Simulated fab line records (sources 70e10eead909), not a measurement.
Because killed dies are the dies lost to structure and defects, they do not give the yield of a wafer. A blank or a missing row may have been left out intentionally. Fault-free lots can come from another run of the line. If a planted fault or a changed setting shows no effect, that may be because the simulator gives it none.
Tool commonality check || flow nand-harc || Lots sampled 11, wafers sampled 33

WHY IT WAS OPENED
At NHARC_P_CONTACT_CD_MEAS_12 the reading cd-nm is flagged on 1 of 11 lots. Wafers without a fault read 90.2 nm, standard deviation 0.62.
Rule: flag the lot when none of its wafers has a number, or when each of its wafers that has one lies beyond 4 standard deviations from that mean. All remaining lots are regarded as sound.

{"lot": "L934", "measured": "day 6 18:53", "on": "cd-sem-03", "cd-nm (nm), wafer by wafer": "89.0 89.9 89.2", "flag": ""}
{"lot": "L933", "measured": "day 6 19:17", "on": "cd-sem-02", "cd-nm (nm), wafer by wafer": "89.7 89.6 90.5", "flag": ""}
{"lot": "L935", "measured": "day 7 06:58", "on": "cd-sem-01", "cd-nm (nm), wafer by wafer": "90.5 90.9 90.1", "flag": ""}
{"lot": "L936", "measured": "day 7 11:29", "on": "cd-sem-02", "cd-nm (nm), wafer by wafer": "90.1 90.0 88.9", "flag": ""}
{"lot": "L938", "measured": "day 8 07:37", "on": "cd-sem-02", "cd-nm (nm), wafer by wafer": "89.8 90.5 91.6", "flag": ""}
{"lot": "L941", "measured": "day 9 19:49", "on": "cd-sem-01", "cd-nm (nm), wafer by wafer": "90.1 89.1 90.3", "flag": ""}
{"lot": "L943", "measured": "day 10 08:55", "on": "cd-sem-03", "cd-nm (nm), wafer by wafer": "95.6 95.3 95.8", "flag": "FLAGGED"}
{"lot": "L952", "measured": "day 14 03:26", "on": "cd-sem-02", "cd-nm (nm), wafer by wafer": "90.1 90.6 90.7", "flag": ""}
{"lot": "L953", "measured": "day 14 15:26", "on": "cd-sem-03", "cd-nm (nm), wafer by wafer": "90.1 90.5 90.7", "flag": ""}
{"lot": "L954", "measured": "day 15 11:50", "on": "cd-sem-03", "cd-nm (nm), wafer by wafer": "90.8 91.1 90.8", "flag": ""}
{"lot": "L955", "measured": "day 15 13:48", "on": "cd-sem-01", "cd-nm (nm), wafer by wafer": "90.9 91.0 90.3", "flag": ""}
The mean of the flagged lots' numbers is 95.6 nm, +5.4 nm from the usual (+9 standard deviations).

LOT BY LOT: THE TOOL USED
Before the reading, the record contains 3 process steps out of a 1302-step route. Read each cell as the tool, then ch plus the chambers that the sampled wafers visited, then the start.
{"lot": "L934", "flag": "", "NHARC_P_GATE_DESCUM_61": "rie-diel-05 ch 0,1,3, day 6 12:32", "NHARC_P_GATE_STRIP_113": "plasma-asher-01 ch 0,1, day 6 14:50", "NHARC_P_CONTACT_EXPOSE_09": "arfi-scanner-03 ch 0, day 6 18:45"}
{"lot": "L933", "flag": "", "NHARC_P_GATE_DESCUM_61": "rie-diel-09 ch 0,1,2, day 6 13:02", "NHARC_P_GATE_STRIP_113": "plasma-asher-02 ch 0,1, day 6 15:13", "NHARC_P_CONTACT_EXPOSE_09": "arfi-scanner-01 ch 0, day 6 19:09"}
{"lot": "L935", "flag": "", "NHARC_P_GATE_DESCUM_61": "rie-diel-05 ch 0,1,3, day 7 00:25", "NHARC_P_GATE_STRIP_113": "plasma-asher-02 ch 0,1, day 7 02:56", "NHARC_P_CONTACT_EXPOSE_09": "arfi-scanner-03 ch 0, day 7 06:49"}
{"lot": "L936", "flag": "", "NHARC_P_GATE_DESCUM_61": "rie-diel-05 ch 0,1, day 7 05:16", "NHARC_P_GATE_STRIP_113": "plasma-asher-01 ch 0,1, day 7 07:21", "NHARC_P_CONTACT_EXPOSE_09": "arfi-scanner-02 ch 0, day 7 11:21"}
{"lot": "L938", "flag": "", "NHARC_P_GATE_DESCUM_61": "rie-diel-08 ch 0,1,3, day 8 01:31", "NHARC_P_GATE_STRIP_113": "plasma-asher-01 ch 0,1, day 8 03:28", "NHARC_P_CONTACT_EXPOSE_09": "arfi-scanner-02 ch 0, day 8 07:29"}
{"lot": "L941", "flag": "", "NHARC_P_GATE_DESCUM_61": "rie-diel-05 ch 0,2,3, day 9 13:24", "NHARC_P_GATE_STRIP_113": "plasma-asher-01 ch 0,1, day 9 15:32", "NHARC_P_CONTACT_EXPOSE_09": "arfi-scanner-03 ch 0, day 9 19:40"}
{"lot": "L943", "flag": "FLAGGED", "NHARC_P_GATE_DESCUM_61": "rie-diel-05 ch 0,1,3, day 10 02:38", "NHARC_P_GATE_STRIP_113": "plasma-asher-01 ch 0,1, day 10 05:02", "NHARC_P_CONTACT_EXPOSE_09": "arfi-scanner-03 ch 0, day 10 08:46"}
{"lot": "L952", "flag": "", "NHARC_P_GATE_DESCUM_61": "rie-diel-05 ch 1,2, day 13 20:55", "NHARC_P_GATE_STRIP_113": "plasma-asher-02 ch 0,1, day 13 23:21", "NHARC_P_CONTACT_EXPOSE_09": "arfi-scanner-03 ch 0, day 14 03:17"}
{"lot": "L953", "flag": "", "NHARC_P_GATE_DESCUM_61": "rie-diel-05 ch 0,1,3, day 14 09:11", "NHARC_P_GATE_STRIP_113": "plasma-asher-02 ch 0,1, day 14 11:17", "NHARC_P_CONTACT_EXPOSE_09": "arfi-scanner-01 ch 0, day 14 15:18"}
{"lot": "L954", "flag": "", "NHARC_P_GATE_DESCUM_61": "rie-diel-05 ch 0,1,2, day 15 05:30", "NHARC_P_GATE_STRIP_113": "plasma-asher-01 ch 0,1, day 15 07:54", "NHARC_P_CONTACT_EXPOSE_09": "arfi-scanner-02 ch 0, day 15 11:41"}
{"lot": "L955", "flag": "", "NHARC_P_GATE_DESCUM_61": "rie-diel-08 ch 0,1, day 15 07:40", "NHARC_P_GATE_STRIP_113": "plasma-asher-02 ch 0,1, day 15 10:00", "NHARC_P_CONTACT_EXPOSE_09": "arfi-scanner-03 ch 0, day 15 13:40"}
What the steps here do:
- NHARC_P_GATE_DESCUM_61: chemistry O2, time 3 s.
- NHARC_P_GATE_STRIP_113: strips in N2/H2, time 740 s.
- NHARC_P_CONTACT_EXPOSE_09: exposes mask P CA, target cd 90 nm.
- NHARC_P_CONTACT_CD_MEAS_12: target cd 90 nm.

FLAGGED OVER TOTAL, TOOL BY TOOL (the gauges that took the reading come last)
{"step": "NHARC_P_GATE_DESCUM_61", "tool": "rie-diel-05", "lots run": 8, "flagged": 1, "share of the flagged lots": "all", "sound lots run after its first flagged lot": "3 (L952,L953,L954)"}
{"step": "NHARC_P_GATE_DESCUM_61", "tool": "rie-diel-08", "lots run": 2, "flagged": 0, "share of the flagged lots": "none", "sound lots run after its first flagged lot": "-"}
{"step": "NHARC_P_GATE_DESCUM_61", "tool": "rie-diel-09", "lots run": 1, "flagged": 0, "share of the flagged lots": "none", "sound lots run after its first flagged lot": "-"}
{"step": "NHARC_P_GATE_STRIP_113", "tool": "plasma-asher-01", "lots run": 6, "flagged": 1, "share of the flagged lots": "all", "sound lots run after its first flagged lot": "1 (L954)"}
{"step": "NHARC_P_GATE_STRIP_113", "tool": "plasma-asher-02", "lots run": 5, "flagged": 0, "share of the flagged lots": "none", "sound lots run after its first flagged lot": "-"}
{"step": "NHARC_P_CONTACT_EXPOSE_09", "tool": "arfi-scanner-01", "lots run": 2, "flagged": 0, "share of the flagged lots": "none", "sound lots run after its first flagged lot": "-"}
{"step": "NHARC_P_CONTACT_EXPOSE_09", "tool": "arfi-scanner-02", "lots run": 3, "flagged": 0, "share of the flagged lots": "none", "sound lots run after its first flagged lot": "-"}
{"step": "NHARC_P_CONTACT_EXPOSE_09", "tool": "arfi-scanner-03", "lots run": 6, "flagged": 1, "share of the flagged lots": "all", "sound lots run after its first flagged lot": "2 (L952,L955)"}
{"step": "NHARC_P_CONTACT_CD_MEAS_12", "tool": "cd-sem-01", "lots run": 3, "flagged": 0, "share of the flagged lots": "none", "sound lots run after its first flagged lot": "-"}
{"step": "NHARC_P_CONTACT_CD_MEAS_12", "tool": "cd-sem-02", "lots run": 4, "flagged": 0, "share of the flagged lots": "none", "sound lots run after its first flagged lot": "-"}
{"step": "NHARC_P_CONTACT_CD_MEAS_12", "tool": "cd-sem-03", "lots run": 4, "flagged": 1, "share of the flagged lots": "all", "sound lots run after its first flagged lot": "2 (L953,L954)"}

WHAT THE TABLE ALLOWS
4 rows of the table ran every flagged lot: rie-diel-05 at NHARC_P_GATE_DESCUM_61, plasma-asher-01 at NHARC_P_GATE_STRIP_113, arfi-scanner-03 at NHARC_P_CONTACT_EXPOSE_09, cd-sem-03 at NHARC_P_CONTACT_CD_MEAS_12.
- rie-diel-05 at NHARC_P_GATE_DESCUM_61: 1 of its 8 lots flagged. Sound lots followed the first flagged one (L952, L953, L954) on it, something a lasting fault affecting the whole tool could not allow.
- plasma-asher-01 at NHARC_P_GATE_STRIP_113: 1 of its 6 lots flagged. Sound lots followed the first flagged one (L954) on it, something a lasting fault affecting the whole tool could not allow.
- arfi-scanner-03 at NHARC_P_CONTACT_EXPOSE_09: 1 of its 6 lots flagged. Sound lots followed the first flagged one (L952, L955) on it, something a lasting fault affecting the whole tool could not allow.
- cd-sem-03 at NHARC_P_CONTACT_CD_MEAS_12: 1 of its 4 lots flagged. Sound lots followed the first flagged one (L953, L954) on it, something a lasting fault affecting the whole tool could not allow.
There is no row in the table that ran each flagged lot and no sound lot after the first.

WHAT THE SIMULATOR HAD PUT IN
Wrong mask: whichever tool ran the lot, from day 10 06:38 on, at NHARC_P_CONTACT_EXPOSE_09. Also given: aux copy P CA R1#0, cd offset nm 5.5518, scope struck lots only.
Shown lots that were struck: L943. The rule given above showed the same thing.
